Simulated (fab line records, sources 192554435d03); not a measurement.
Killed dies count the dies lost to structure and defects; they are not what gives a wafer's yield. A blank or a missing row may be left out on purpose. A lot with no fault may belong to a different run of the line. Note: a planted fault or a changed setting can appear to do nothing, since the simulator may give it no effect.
2 desks, one fault ; flow n5_finfet ; numbers are kept per desk, each desk with only its own; the story behind them comes last

AT THE METROLOGY DESK
Lot by lot, what the gauges showed, no matter which tool ran the lot: averages of those sampled wafers that carry a number. The brackets show how far a lot's mean lies from the usual mean; more than 4 standard deviations puts the lot out of limits, marked OUT.
Columns: A = M13_RS at N5_BEOL_M13_RS_MEAS_54, usual 0.0452 ohm/sq; B = cd_nm at N5_BEOL_M14_CD_MEAS_17, usual 252.0 nm
lot;first seen here;A;B
L891;day 13 01:53;0.0447;251.0
L890;day 13 02:52;0.0447;255.3
L893;day 13 18:26;0.0443;250.2
L896;day 14 04:07;0.0452;250.7
L894;day 14 05:37;0.0451;255.1
L895;day 14 06:04;0.0445;252.5
L898;day 15 01:46;0.0457;254.2
L901;day 16 01:06;0.0453;251.8
L910;day 17 17:52;0.0447;253.0
L911;day 17 23:56;0.0456;252.1
L912;day 18 12:55;0.0462;253.4
This desk's verdict: no lot among the 11 shows anything out of limits.

THE TOOL OWNER'S DESK: litho_track-04
The tool's own readings at N5_BEOL_M14_COAT_65 (time 60 s, resist thk 450 nm): means of the sampled wafers that have a number, for each lot that ran on this tool. The brackets show how far a lot's mean lies from the usual mean; more than 4 standard deviations puts the lot out of limits, marked OUT.
Columns: A = plate_temp_C at N5_BEOL_M14_COAT_65, usual 250.00 C; B = spin_speed_rpm at N5_BEOL_M14_COAT_65, usual 1499.9 rpm
lot;first seen here;A;B
L891;day 13 04:11;249.81;1501.2
L890;day 13 04:31;250.03;1499.5
L895;day 14 07:11;249.97;1499.1
L898;day 15 02:53;249.99;1547.5 (+48) OUT
L901;day 16 02:40;250.01;1548.0 (+49) OUT
This desk's finding: out of limits on L898, L901; first on L898, day 15 02:53 (spin_speed_rpm at N5_BEOL_M14_COAT_65). Within limits: L891, L890, L895.

ALL TOGETHER
The tool owner's desk could have raised an alarm at day 15 02:53, on L898, L901.
Nothing out of limits was seen by the metrology desk.
The metrology desk holds a record of L898, L901, inside its limits.
Of the lots named, all ran N5_BEOL_M14_COAT_65 on litho_track-04.

WHAT WAS PUT IN BY THE SIMULATOR
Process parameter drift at N5_BEOL_M14_COAT_65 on litho_track-04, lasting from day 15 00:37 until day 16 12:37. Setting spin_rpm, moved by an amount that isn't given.
Struck lots among those shown: L898, L901.
Delay in hours, fault start to first out-of-limits reading, by desk: the tool owner's desk at 2.
